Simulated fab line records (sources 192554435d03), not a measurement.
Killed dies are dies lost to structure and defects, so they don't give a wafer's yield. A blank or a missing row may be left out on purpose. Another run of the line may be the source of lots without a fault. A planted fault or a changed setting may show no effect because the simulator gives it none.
The tool behind it: which one? | flow n5 finfet | 33 wafers sampled from 11 lots at 1 step of a route of 1938

WHAT THE GAUGES READ, wafer by wafer
N5_BEOL_M8_CD_MEAS_35: the cd target is 40 nm.
lot  | measured     | on        | cd nm (nm)
L188 | day 9 17:10  | cd sem-01 | 38.7 39.3 40.8
L191 | day 10 08:36 | cd sem-01 | 38.3 39.2 38.8
L189 | day 10 11:46 | cd sem-01 | 38.9 39.6 39.2
L193 | day 10 18:45 | cd sem-01 | 40.6 41.5 40.4
L190 | day 10 19:15 | cd sem-02 | 40.1 39.5 40.2
L192 | day 10 19:19 | cd sem-02 | 40.5 38.7 40.3
L195 | day 12 06:01 | cd sem-03 | 40.4 40.3 40.4
L204 | day 13 16:39 | cd sem-01 | 40.2 39.3 39.1
L201 | day 14 06:59 | cd sem-01 | 40.3 40.2 40.5
L203 | day 14 13:31 | cd sem-03 | 39.1 40.5 39.9
L205 | day 14 16:26 | cd sem-03 | 39.9 40.7 40.4

WHICH TOOL RAN EACH LOT (tool, then ch and the chambers of the sampled wafers, then the start)
Record: no process step prior to these readings.

THE ANSWER, worked out from the rows above alone
Rule: the lots themselves supply what counts as usual. Put in order of their means at a reading, lots are off if they are a third of the lots or fewer, leave a main group of 4 or more, and stand apart from it by a gap of 3 or more times the standard deviation of the main group's means; of several such gaps the widest counts. Not used: any main group whose means are identical at the precision the tables above print for the reading. A lot without any number at a reading at which 4 lots or more have one is off too. Any other lot the step has rows for is counted as sound.
Across all readings shown, no lot is off: no conclusion can be drawn from this.

WHAT WAS PUT IN BY THE SIMULATOR
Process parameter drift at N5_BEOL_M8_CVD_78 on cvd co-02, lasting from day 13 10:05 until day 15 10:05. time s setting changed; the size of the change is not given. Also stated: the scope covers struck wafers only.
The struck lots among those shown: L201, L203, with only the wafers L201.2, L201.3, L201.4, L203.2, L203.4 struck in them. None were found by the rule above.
